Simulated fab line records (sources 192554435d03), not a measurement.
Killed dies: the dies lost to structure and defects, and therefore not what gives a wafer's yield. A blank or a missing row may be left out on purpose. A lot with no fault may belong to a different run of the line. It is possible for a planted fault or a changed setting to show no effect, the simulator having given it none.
Matching of chambers | flow n5 finfet | 3 sister chambers for N5_BEOL_M8_DEP_56 on pecvd-01
The step deposits SiCN from 3MS/NH3, target thk 10 nm, time 17.5 s. 6 wafers are shown with their chamber, then 9 later ones without.

== WAFERS WITH THEIR CHAMBER ==
wafer  | chamber | throttle valve pct (%) | showerhead plenum p Torr (Torr)
L079.4 | 1       | 10.6                   | 3.653
L081.5 | 1       | 10.8                   | 3.649
L083.5 | 0       | 8.8                    | 3.656
L087.2 | 0       | 8.9                    | 3.653
L087.3 | 2       | 9.1                    | 3.698
L087.5 | 2       | 9.3                    | 3.684

== WAFERS WHOSE CHAMBER IS MISSING ==
wafer  | throttle valve pct (%) | showerhead plenum p Torr (Torr)
L086.1 | 9.1                    | 3.692
L086.3 | 8.7                    | 3.648
L086.4 | 10.5                   | 3.651
L088.1 | 9.2                    | 3.694
L088.4 | 8.9                    | 3.696
L088.5 | 10.4                   | 3.657
L093.3 | 8.9                    | 3.644
L093.4 | 9.4                    | 3.689
L093.6 | 10.6                   | 3.647

== THE CHAMBER EACH PASSED THROUGH ==
wafer  | from the rows above | in truth
L086.1 | 2                   | 2
L086.3 | 0                   | 0
L086.4 | 1                   | 1
L088.1 | 2                   | 2
L088.4 | 2                   | 2
L088.5 | 1                   | 1
L093.3 | 0                   | 0
L093.4 | 2                   | 2
L093.6 | 1                   | 1
9 of 9 placed correctly. Not placeable from these rows: 0. 0 placed wrongly.
How it was worked out, from the rows above alone: a wafer's distance from a chamber is the root of the sum, over the readings, of the square of ((its reading less the chamber's mean) divided by the reading's scatter). The wafer belongs to the nearest chamber; if the next one is less than 2 further off, it can't be placed. Each chamber's mean is taken over the wafers shown for it. How the scatter is found: for the shown wafers, subtract from each reading the mean of its chamber, square and add these, divide the total by (wafers less chambers), then take the root.
